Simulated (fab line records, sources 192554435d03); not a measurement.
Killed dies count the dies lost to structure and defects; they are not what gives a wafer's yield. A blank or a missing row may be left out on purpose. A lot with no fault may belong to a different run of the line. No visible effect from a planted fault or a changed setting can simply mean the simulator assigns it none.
Matching of chambers + flow n5 finfet + N5_BEOL_M4_ETCH_77 on rie diel-04 has 4 sister chambers
The step etches underlayer in N2/H2, target depth 6.5 nm, time 5.2 s. 14 wafers are shown with their chamber, then 7 later ones without.

WAFERS PAIRED WITH THEIR CHAMBERS
| wafer  | chamber | showerhead plenum p Torr (Torr) | throttle valve pct (%) | oes product au (a.u.) |
|--------|---------|---------------------------------|------------------------|-----------------------|
| L074.2 | 1       | 2.46                            | 17.41                  | 0.71                  |
| L074.3 | 3       | 2.61                            | 18.01                  | 0.77                  |
| L074.6 | 3       | 2.61                            | 18.03                  | 0.78                  |
| L077.2 | 3       | 2.61                            | 18.04                  | 0.77                  |
| L077.3 | 2       | 2.52                            | 18.05                  | 0.62                  |
| L077.4 | 1       | 2.46                            | 17.40                  | 0.71                  |
| L090.1 | 1       | 2.45                            | 17.44                  | 0.68                  |
| L090.5 | 3       | 2.60                            | 18.09                  | 0.73                  |
| L090.6 | 0       | 2.70                            | 17.51                  | 0.76                  |
| L094.1 | 0       | 2.69                            | 17.52                  | 0.74                  |
| L094.3 | 1       | 2.45                            | 17.48                  | 0.68                  |
| L094.4 | 3       | 2.59                            | 18.10                  | 0.71                  |
| L091.1 | 3       | 2.59                            | 18.13                  | 0.70                  |
| L091.2 | 0       | 2.69                            | 17.55                  | 0.74                  |

SIGNATURES, as means of the wafers listed above
| reading                  | chamber 0 | chamber 1 | chamber 2 | chamber 3 | scatter within a chamber |
|--------------------------|-----------|-----------|-----------|-----------|--------------------------|
| showerhead plenum p Torr | 2.6933    | 2.4550    | 2.5200    | 2.6017    | 0.00806                  |
| throttle valve pct       | 17.5267   | 17.4325   | 18.0500   | 18.0667   | 0.0396                   |
| oes product au           | 0.7467    | 0.6950    | 0.6200    | 0.7433    | 0.0266                   |
Rule: a wafer's distance from a chamber is the root of the sum, over the readings, of the square of ((its reading less the chamber's mean) divided by the reading's scatter). If the next closest chamber is less than 2 further off than the closest, the wafer can't be placed; otherwise it belongs to the closest. The scatter is the square root of a quotient: the sum, over the shown wafers, of each reading's squared deviation from its chamber's mean, divided by wafers minus chambers.

WAFERS WITH NO CHAMBER GIVEN
| wafer  | showerhead plenum p Torr (Torr) | throttle valve pct (%) | oes product au (a.u.) |
|--------|---------------------------------|------------------------|-----------------------|
| L091.4 | 2.51                            | 17.67                  | 0.84                  |
| L096.2 | 2.50                            | 17.70                  | 0.81                  |
| L096.4 | 2.59                            | 18.12                  | 0.71                  |
| L096.6 | 2.45                            | 17.46                  | 0.67                  |
| L097.3 | 2.50                            | 17.71                  | 0.82                  |
| L097.5 | 2.59                            | 18.13                  | 0.71                  |
| L097.6 | 2.69                            | 17.54                  | 0.73                  |

THE CHAMBER EACH PASSED THROUGH
| wafer  | from the rows above     | in truth                   |
|--------|-------------------------|----------------------------|
| L091.4 | 1                       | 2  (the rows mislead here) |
| L096.2 | can't be placed: 1 or 2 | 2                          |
| L096.4 | 3                       | 3                          |
| L096.6 | 1                       | 1                          |
| L097.3 | can't be placed: 1 or 2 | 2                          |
| L097.5 | 3                       | 3                          |
| L097.6 | 0                       | 0                          |
Correctly placed: 4 of 7. Unplaceable from these rows: 2, with the true chamber sitting among the candidates in 2. Number placed wrongly: 1.
